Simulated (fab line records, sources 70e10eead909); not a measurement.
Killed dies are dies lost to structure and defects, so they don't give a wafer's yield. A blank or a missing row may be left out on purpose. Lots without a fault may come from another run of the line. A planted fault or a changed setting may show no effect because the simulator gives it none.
Chamber matching | flow nand_harc | NHARC_A_CHANNEL_FILL_D2_ALD_16 on ald_hk-04: 4 sister chambers
The step deposits SiO2, target thk 1.5 nm, pulse time 10 s, ald cycles 15. 4 wafers are shown with their chamber, then 7 later ones without.

WAFERS WITH THEIR CHAMBER
wafer  | chamber | heater_power_w (W)
L466.5 | 1       | 441
L466.6 | 0       | 447
L478.1 | 3       | 481
L478.2 | 2       | 535

WAFERS WITHOUT THEIR CHAMBER
wafer  | heater_power_w (W)
L478.5 | 457
L482.1 | 405
L482.4 | 553
L482.5 | 386
L483.1 | 459
L483.4 | 396
L483.5 | 452

WHICH CHAMBER EACH WENT THROUGH
wafer  | from the rows above          | in truth
L478.5 | can't be placed: 0 or 1 or 3 | 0
L482.1 | can't be placed: 1 or 0 or 3 | 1
L482.4 | can't be placed: 2 or 3      | 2
L482.5 | can't be placed: 1 or 0 or 3 | 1
L483.1 | can't be placed: 0 or 1 or 3 | 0
L483.4 | can't be placed: 1 or 0 or 3 | 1
L483.5 | can't be placed: 0 or 1 or 3 | 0
Placed correctly: 0 of 7. Can't be placed from these rows: 7 (the true chamber is among the candidates in 7). Placed wrongly: 0.
How it was worked out, from the rows above alone: a wafer's distance from a chamber is the root of the sum, over the readings, of the square of ((its reading less the chamber's mean) divided by the reading's scatter). The wafer belongs to the nearest chamber; if the next one is less than 2 further off, it can't be placed. A chamber's mean is the mean of its shown wafers. The scatter: with one shown wafer a chamber, the root of the mean of the squares of how far each hidden wafer lies from its nearest shown one.
